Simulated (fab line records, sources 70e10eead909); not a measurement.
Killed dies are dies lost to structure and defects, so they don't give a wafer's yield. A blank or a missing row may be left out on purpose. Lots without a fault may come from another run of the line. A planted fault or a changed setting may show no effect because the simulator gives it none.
Which tool did it? | flow nand_harc | 11 lots, 33 wafers sampled, at 6 steps of a route of 1159

WHAT THE GAUGES READ, wafer by wafer
NHARC_P_ZERO_WELL_CD_MEAS_52: target cd 2000 nm.
lot  | measured    | on        | cd_nm (nm)
L406 | day 1 17:59 | cd_sem-03 | 1998.0 1994.1 1995.1
L410 | day 2 17:38 | cd_sem-01 | 1995.8 1998.9 1997.6
L411 | day 2 23:45 | cd_sem-01 | 1997.9 1995.0 1998.2
L412 | day 3 05:44 | cd_sem-01 | 1763.1 1761.0 1762.8 1762.9 1760.8 1762.4
L420 | day 5 05:36 | cd_sem-03 | 1996.5 2000.5 1997.8
L421 | day 5 11:46 | cd_sem-03 | 2002.1 2000.3 1997.1
L422 | day 5 17:40 | cd_sem-03 | 1995.4 1999.0 1996.5
L426 | day 6 17:37 | cd_sem-02 | 1998.0 1998.5 1995.2
L427 | day 6 23:53 | cd_sem-02 | 2000.0 1998.2 2000.0
L428 | day 7 05:38 | cd_sem-01 | 2001.7 1999.2 2001.2
L429 | day 7 11:52 | cd_sem-01 | 1999.1 2000.6 2000.1

NHARC_END_SORT_01.
lot  | measured     | on        | defect_limited_yield (%) | killed_at_array | killed_at_other | killed_at_periphery | killed_dies | killed_open | killed_short | sort_bin_2_pct (%) | sort_bin_3_pct (%) | sort_bin_4_pct (%) | sort_n_pass | sort_rim_yield_pct (%) | sort_yield_pct (%)
L422 | day 23 18:27 | prober-01 | 94.5 94.4 95.3           | 36 34 30        | 1 1 0           | 0 3 2               | 37 38 32    | 1 3 4       | 3 1 2        | 1.6 2.1 1.5        | 0.30 0.59 0.15     | 3.5 3.0 3.1        | 640 639 645 | 100.0 98.1 99.1        | 94.5 94.4 95.3

WHICH TOOL RAN EACH LOT (tool, then ch and the chambers of the sampled wafers, then the start)
lot  | NHARC_P_ZERO_WELL_DESCUM_13       | NHARC_P_ZERO_WELL_DESCUM_39       | NHARC_P_ZERO_WELL_EXPOSE_49      | NHARC_P_GATE_ETCH_32
L406 | rie_diel-09 ch 2,3, day 1 13:31   | rie_diel-01 ch 0,1, day 1 16:30   | krf_scanner-04 ch 0, day 1 17:50 | rie_si-04 ch 0,1, day 4 13:59
L410 | rie_diel-01 ch 0,1,3, day 2 13:24 | rie_diel-01 ch 0,1,2, day 2 16:09 | krf_scanner-04 ch 0, day 2 17:28 | rie_si-02 ch 0,1,3, day 5 16:44
L411 | rie_diel-09 ch 1,2, day 2 19:25   | rie_diel-01 ch 0,3, day 2 22:24   | krf_scanner-04 ch 0, day 2 23:36 | rie_si-04 ch 1,2, day 5 17:18
L412 | rie_diel-03 ch 1,2, day 3 01:23   | rie_diel-01 ch 1,2,3, day 3 04:24 | krf_scanner-04 ch 0, day 3 05:35 | -
L420 | rie_diel-01 ch 0,1,3, day 5 01:17 | rie_diel-03 ch 2,3, day 5 04:08   | krf_scanner-03 ch 0, day 5 05:26 | rie_si-06 ch 0,3, day 7 23:01
L421 | rie_diel-01 ch 1,2,3, day 5 07:26 | rie_diel-03 ch 0,2,3, day 5 10:18 | krf_scanner-02 ch 0, day 5 11:37 | rie_si-04 ch 0,1,2, day 8 13:02
L422 | rie_diel-09 ch 1,3, day 5 13:17   | rie_diel-01 ch 0,1,2, day 5 16:12 | krf_scanner-04 ch 0, day 5 17:31 | rie_si-06 ch 1,2, day 8 13:21
L426 | rie_diel-03 ch 1,2, day 6 13:25   | rie_diel-09 ch 0,2,3, day 6 16:17 | krf_scanner-03 ch 0, day 6 17:27 | rie_si-06 ch 2,3, day 9 19:11
L427 | rie_diel-03 ch 1,2,3, day 6 19:29 | rie_diel-03 ch 0,1,2, day 6 22:28 | krf_scanner-03 ch 0, day 6 23:43 | rie_si-02 ch 0,2,3, day 9 18:38
L428 | rie_diel-09 ch 0,1,2, day 7 01:24 | rie_diel-01 ch 0,1,2, day 7 04:17 | krf_scanner-03 ch 0, day 7 05:29 | rie_si-06 ch 0,1,2, day 10 07:41
L429 | rie_diel-09 ch 0,1,3, day 7 07:32 | rie_diel-03 ch 0,1, day 7 10:23   | krf_scanner-02 ch 0, day 7 11:42 | rie_si-02 ch 0,1,3, day 10 07:01
- NHARC_P_ZERO_WELL_DESCUM_13: chemistry O2, time 3 s.
- NHARC_P_ZERO_WELL_DESCUM_39: chemistry O2, time 3 s.
- NHARC_P_ZERO_WELL_EXPOSE_49: exposes mask P HVPW, target cd 2000 nm.
- NHARC_P_GATE_ETCH_32: etches the open film in HBr/Cl2, target depth 150 nm, time 100.1 s.

WHAT THE TOOLS THEMSELVES READ (means of the sampled wafers that have a number; where no wafer has one, the mark that the record gives instead)
NHARC_P_ZERO_WELL_DESCUM_13.
lot  | tool        | drypump_motor_current_A (A) | oes_product_au (a.u.) | rf_vpp_V (V) | showerhead_plenum_p_Torr (Torr) | throttle_valve_pct (%)
L406 | rie_diel-09 | 6.0                         | 1.002                 | 58.3         | 1.92                            | 11.313
L410 | rie_diel-01 | 5.9                         | 0.986                 | 58.1         | 1.96                            | 11.311
L411 | rie_diel-09 | 5.7                         | 0.992                 | 58.4         | 1.95                            | 11.315
L412 | rie_diel-03 | 5.3                         | 1.002                 | 57.0         | 1.94                            | 11.316
L420 | rie_diel-01 | 5.9                         | 0.987                 | 58.0         | 1.96                            | 11.301
L421 | rie_diel-01 | 5.7                         | 1.002                 | 57.5         | 1.91                            | 11.315
L422 | rie_diel-09 | 6.1                         | 1.004                 | 57.5         | 2.02                            | 11.306
L426 | rie_diel-03 | 5.3                         | 1.001                 | 58.8         | 1.93                            | 11.319
L427 | rie_diel-03 | 5.3                         | 0.993                 | 57.7         | 1.92                            | 11.307
L428 | rie_diel-09 | 5.6                         | 0.996                 | 58.6         | 1.93                            | 11.320
L429 | rie_diel-09 | 5.7                         | 1.001                 | 58.5         | 1.99                            | 11.320

NHARC_P_ZERO_WELL_DESCUM_39.
lot  | tool        | drypump_motor_current_A (A) | oes_product_au (a.u.) | rf_vpp_V (V) | showerhead_plenum_p_Torr (Torr) | throttle_valve_pct (%)
L406 | rie_diel-01 | 6.1                         | 0.986                 | 58.4         | 2.01                            | 11.309
L410 | rie_diel-01 | 5.9                         | 1.008                 | 58.1         | 1.97                            | 11.317
L411 | rie_diel-01 | 6.2                         | 1.009                 | 58.3         | 2.01                            | 11.324
L412 | rie_diel-01 | 5.7                         | 1.006                 | 58.2         | 1.92                            | 11.305
L420 | rie_diel-03 | 5.6                         | 0.985                 | 57.1         | 1.84                            | 11.308
L421 | rie_diel-03 | 5.8                         | 0.979                 | 57.8         | 1.90                            | 11.306
L422 | rie_diel-01 | 5.9                         | 0.996                 | 57.6         | 1.96                            | 11.316
L426 | rie_diel-09 | 5.8                         | 0.998                 | 57.8         | 1.95                            | 11.312
L427 | rie_diel-03 | 5.4                         | 0.992                 | 59.0         | 1.97                            | 11.311
L428 | rie_diel-01 | 5.9                         | 0.999                 | 57.6         | 1.96                            | 11.308
L429 | rie_diel-03 | 5.2                         | 1.006                 | 59.1         | 2.03                            | 11.307

NHARC_P_GATE_ETCH_32.
lot  | tool      | drypump_motor_current_A (A) | oes_product_au (a.u.) | throttle_valve_pct (%)
L406 | rie_si-04 | 6.1                         | 1.015                 | 26.404
L410 | rie_si-02 | 6.0                         | 1.024                 | 26.402
L411 | rie_si-04 | 5.6                         | 1.006                 | 26.407
L420 | rie_si-06 | 5.8                         | 0.998                 | 26.403
L421 | rie_si-04 | 5.9                         | 1.005                 | 26.406
L422 | rie_si-06 | 5.7                         | 0.999                 | 26.399
L426 | rie_si-06 | 5.7                         | 1.005                 | 26.419
L427 | rie_si-02 | 5.8                         | 1.006                 | 26.400
L428 | rie_si-06 | 5.7                         | 1.004                 | 26.408
L429 | rie_si-02 | 6.1                         | 1.008                 | 26.396

THE ANSWER, worked out from the rows above alone
Rule: what is usual is taken from the lots themselves. Put in order of their means at a reading, lots are off if they are a third of the lots or fewer, leave a main group of 4 or more, and stand apart from it by a gap of 3 or more times the standard deviation of the main group's means; of several such gaps the widest counts. A main group whose means are all the same, to the digits that the tables above print for the reading, isn't used. A lot without any number at a reading at which 4 lots or more have one is off too. The other lots that the step has rows for count as sound. The gauges are gone through in route order, then the tools' own readings, and for those a lot's mean is taken as printed above. The first step at which some lot is off is used, and at that step the reading that is off furthest; a lot without a number counts as furthest.
Off: L412, at NHARC_P_ZERO_WELL_CD_MEAS_52 (cd_nm). The main group: mean 1998.3 nm, standard deviation 1.5.
A tool fits if, at a process step before that reading, it ran every lot that is off, and no sound lot after the first of them. The gauges at NHARC_P_ZERO_WELL_CD_MEAS_52 are tried like those tools. None of those tried fits.

WHAT THE SIMULATOR HAD PUT IN
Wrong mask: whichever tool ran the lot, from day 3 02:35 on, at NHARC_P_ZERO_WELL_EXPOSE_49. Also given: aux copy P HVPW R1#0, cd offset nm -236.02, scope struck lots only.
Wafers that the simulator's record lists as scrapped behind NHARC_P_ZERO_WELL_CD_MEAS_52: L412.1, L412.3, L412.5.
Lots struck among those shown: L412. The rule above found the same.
